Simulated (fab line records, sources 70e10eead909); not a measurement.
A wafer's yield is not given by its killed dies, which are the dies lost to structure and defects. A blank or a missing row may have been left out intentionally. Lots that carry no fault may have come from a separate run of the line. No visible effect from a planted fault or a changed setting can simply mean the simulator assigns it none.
A lot that was struck, set against a sound lot + flow nand-harc + 40 steps out of a route of 1159
Sound: these wafers, L148.1, L148.4, L148.6. Struck: wafers L162.1, L162.5. (L162.6 of the same lot was not struck and is left out.) The cause comes at the end.
Each step with rows lists, per side, the tool, then ch with its chambers, then its first start. Under that, the readings that differ: sound wafers + struck wafers + difference of the means + sigmas: that difference in standard deviations of wafers without a fault.
alike: words and numbers the same on both sides, and readings whose means are apart by under 2 such deviations; not compared: readings that were withheld, readings missing a value for some wafer, numbers with overlapping values and no deviation given by the record, and bounds like >300 which may hide the same value.
The two part at a step that has a row with sigmas, a row that says differs or no value, or rows on one side only. Numbers that have no deviation but don't overlap get no sigmas and don't part them. A reading missing from all wafers of one side parts the sides only when that side holds two or more wafers.

first, 7 steps without rows for these wafers: NHARC_A_BLC_STRIP_29 (strips in CF4); NHARC_A_BLC_STRIP_21 (strips in O2); NHARC_A_BLC_STRIP_22 (strips in post etch residue remover, time 600 s); NHARC_A_BLC_DEGAS_30 (time 60 s); NHARC_A_BLC_PRE_CLEAN_31 (time 15 s); NHARC_A_BLC_PVD_32 (deposits Ti, target thk 5 nm, time 17.7 s); NHARC_A_BLC_ALD_23 (deposits TiN, target thk 3 nm, pulse time 1 s, ald cycles 150).
NHARC_A_BLC_CVD_24: deposits W, target thk 150 nm, time 434 s.
  sound: cvd-w-01 ch 0,1; struck: cvd-w-01 ch 0,1
  alike: heater-power-w, throttle-valve-pct
then, 2 steps without rows for these wafers: NHARC_A_BLC_CMP_25 (polishes, t overpolish 30 s, target thk 150 nm); NHARC_A_BLC_SRD_27.
NHARC_A_BLC_INSPECT_28:
  sound on defect-inspect-01, day 18 11:46; struck on defect-inspect-02, day 21 23:49
  alike: raw-defect-count
NHARC_A_M0_DEP_00: deposits SiOC, target thk 150 nm.
  sound on pecvd-03 ch 0,2, day 18 11:56; struck on pecvd-03 ch 0, day 21 23:53
  alike: rf-fwd-power-W, showerhead-vpp-V
then, 9 steps without rows for these wafers: NHARC_A_M0_DEHYDRATE_01 (time 120 s); NHARC_A_M0_HMDS_02 (time 30 s); NHARC_A_M0_COAT_33 (time 65 s); NHARC_A_M0_COAT_03 (resist thk 90 nm); NHARC_A_M0_SOFTBAKE_04 (time 55 s); NHARC_A_M0_EBR_05; NHARC_A_M0_EXPOSE_06 (exposes mask A M0, target cd 80 nm); NHARC_A_M0_PEB_07 (peb time 65 s); NHARC_A_M0_DEVELOP_08 (develop time 35 s).
NHARC_A_M0_CD_MEAS_09 targets a cd of 80 nm.
  sound on cd-sem-03 ch 0, day 18 12:34; struck on cd-sem-01 ch 0, day 22 00:35
  alike: cd-nm
NHARC_A_M0_OVL_MEAS_10: pitch 160 nm.
  sound on overlay-01, day 18 12:39; struck on overlay-02, day 22 00:40
  alike: overlay-x-nm, overlay-y-nm
NHARC_A_M0_INSPECT_11:
  sound on defect-inspect-02, day 18 12:41; struck on defect-inspect-01, day 22 00:43
  alike: raw-defect-count
NHARC_A_M0_DESCUM_14: chemistry O2, time 3 s.
  sound on rie-diel-08 ch 0,1, day 18 12:45; struck on rie-diel-08 ch 1, day 22 00:46
  alike: drypump-motor-current-A, oes-product-au, rf-vpp-V, showerhead-plenum-p-Torr, throttle-valve-pct
  not compared: rf-hours-counter-h
then, 2 steps without rows for these wafers: NHARC_A_M0_ETCH_34 (etches the open film in N2/H2, target depth 40 nm, overetch 12 nm, time 43.94 s); NHARC_A_M0_ETCH_15 (etches the open film in C4F8/Ar, target depth 150 nm, overetch 15 nm, time 82.5 s).
NHARC_A_M0_CD_MEAS_16:
  sound on cd-sem-02, day 18 13:02; struck on cd-sem-03, day 22 01:05
  alike: cd-nm
NHARC_A_M0_STRIP_18: strips in N2/H2.
  sound on rie-diel-01 ch 0,1,2, day 18 13:07; struck on rie-diel-03 ch 2, day 22 01:10
  alike: drypump-motor-current-A, oes-product-au, rf-fwd-power-W, rf-vpp-V, showerhead-plenum-p-Torr, throttle-valve-pct
  not compared: rf-hours-counter-h
then, 1 step without rows for these wafers: NHARC_A_M0_STRIP_19 (strips in post etch residue remover, time 600 s).
NHARC_A_M0_DEGAS_28: time 60 s.
  sound on pvd-sputter-01, day 18 13:41; struck on pvd-sputter-01, day 22 01:43
  alike: heater-power-w
then, 1 step without rows for these wafers: NHARC_A_M0_PRE_CLEAN_29 (time 30 s).
NHARC_A_M0_PVD_20: deposits TaN, target thk 5 nm, time 8.06 s.
  sound on pvd-sputter-01; struck on pvd-sputter-01
  alike: throttle-valve-pct
then, 5 steps without rows for these wafers: NHARC_A_M0_PVD_21 (deposits Cu, target thk 30 nm, time 20.49 s); NHARC_A_M0_ECD_22 (material Cu, target thk 400 nm); NHARC_A_M0_ANNEAL_30 (time 90 s); NHARC_A_M0_CMP_23 (polishes, t overpolish 20 s, target thk 113.75 nm); NHARC_A_M0_SRD_25.
NHARC_A_M0_INSPECT_27:
  sound on defect-inspect-01, day 18 15:15; struck on defect-inspect-01, day 22 03:19
  alike: raw-defect-count
-- the record jumps here: 2 days lie between the struck wafers' starts before and after (it left off in module A_M0 and takes up again in module END, whose first step shown is number 1159 of the route) --
NHARC_END_SORT_01:
  the record has rows for the struck wafers here (prober-02 ch 0, day 24 05:11) and none for the sound ones

== WHERE THEY PART ==
At NHARC_END_SORT_01 and nowhere else, as far as this record goes.

WHY: what had been put in by the simulator
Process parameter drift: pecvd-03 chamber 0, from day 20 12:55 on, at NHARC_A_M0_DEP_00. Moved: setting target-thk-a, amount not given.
